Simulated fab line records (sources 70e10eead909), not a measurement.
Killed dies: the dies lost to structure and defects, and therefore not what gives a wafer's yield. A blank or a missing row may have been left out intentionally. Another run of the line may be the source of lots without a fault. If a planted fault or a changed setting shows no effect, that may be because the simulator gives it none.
Matching of chambers | flow nand harc | NHARC_A_STAIRCASE_ETCH_313 on rie diel-02: 4 sister chambers
The step etches the open film in CF4/CHF3. 4 wafers are shown with their chamber, then 8 later ones without.

EACH WAFER AND ITS CHAMBER
wafer  | chamber | showerhead plenum p Torr (Torr)
L085.5 | 3       | 1.55
L087.3 | 0       | 1.69
L087.5 | 2       | 1.48
L089.2 | 1       | 1.51

WAFERS WHOSE CHAMBER IS MISSING
wafer  | showerhead plenum p Torr (Torr)
L089.3 | 1.69
L089.4 | 1.48
L090.2 | 1.47
L090.3 | 1.54
L090.4 | 1.69
L095.1 | 1.47
L095.3 | 1.54
L095.5 | 1.47

CHAMBER TAKEN BY EACH
wafer  | from the rows above | in truth
L089.3 | 0                   | 0
L089.4 | 2                   | 2
L090.2 | 2                   | 2
L090.3 | 3                   | 3
L090.4 | 0                   | 0
L095.1 | 2                   | 2
L095.3 | 3                   | 3
L095.5 | 2                   | 2
Placed correctly: 8 of 8. Can't be placed from these rows: 0. Wrongly placed: 0.
How it was worked out, from the rows above alone: a wafer's distance from a chamber is the root of the sum, over the readings, of the square of ((its reading less the chamber's mean) divided by the reading's scatter). The wafer belongs to the nearest chamber; if the next one is less than 2 further off, it can't be placed. The mean given for a chamber averages the wafers shown for that chamber. The scatter: with one shown wafer a chamber, the root of the mean of the squares of how far each hidden wafer lies from its nearest shown one.
